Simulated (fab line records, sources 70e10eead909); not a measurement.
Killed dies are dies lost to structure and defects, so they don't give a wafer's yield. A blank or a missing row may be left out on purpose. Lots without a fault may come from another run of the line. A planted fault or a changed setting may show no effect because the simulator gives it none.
Chamber matching | flow nand_harc | NHARC_A_STAIRCASE_DESCUM_219 on rie_diel-03: 4 sister chambers
The step chemistry O2, time 3 s. 4 wafers are shown with their chamber, then 8 later ones without.

WAFERS WITH THEIR CHAMBER
wafer  | chamber | showerhead_plenum_p_Torr (Torr)
L083.6 | 2       | 1.98
L087.1 | 0       | 1.93
L087.3 | 1       | 1.84
L084.1 | 3       | 1.83

WAFERS WITHOUT THEIR CHAMBER
wafer  | showerhead_plenum_p_Torr (Torr)
L084.2 | 1.84
L084.3 | 1.97
L091.1 | 1.93
L091.3 | 1.83
L091.6 | 1.83
L094.1 | 1.83
L094.2 | 1.83
L094.4 | 1.97

WHICH CHAMBER EACH WENT THROUGH
wafer  | from the rows above | in truth
L084.2 | 1                   | 1
L084.3 | 2                   | 2
L091.1 | 0                   | 0
L091.3 | 3                   | 3
L091.6 | 3                   | 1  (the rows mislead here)
L094.1 | 3                   | 3
L094.2 | 3                   | 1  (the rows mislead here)
L094.4 | 2                   | 2
Placed correctly: 6 of 8. Can't be placed from these rows: 0. Placed wrongly: 2.
How it was worked out, from the rows above alone: a wafer's distance from a chamber is the root of the sum, over the readings, of the square of ((its reading less the chamber's mean) divided by the reading's scatter). The wafer belongs to the nearest chamber; if the next one is less than 2 further off, it can't be placed. A chamber's mean is the mean of its shown wafers. The scatter: with one shown wafer a chamber, the root of the mean of the squares of how far each hidden wafer lies from its nearest shown one.
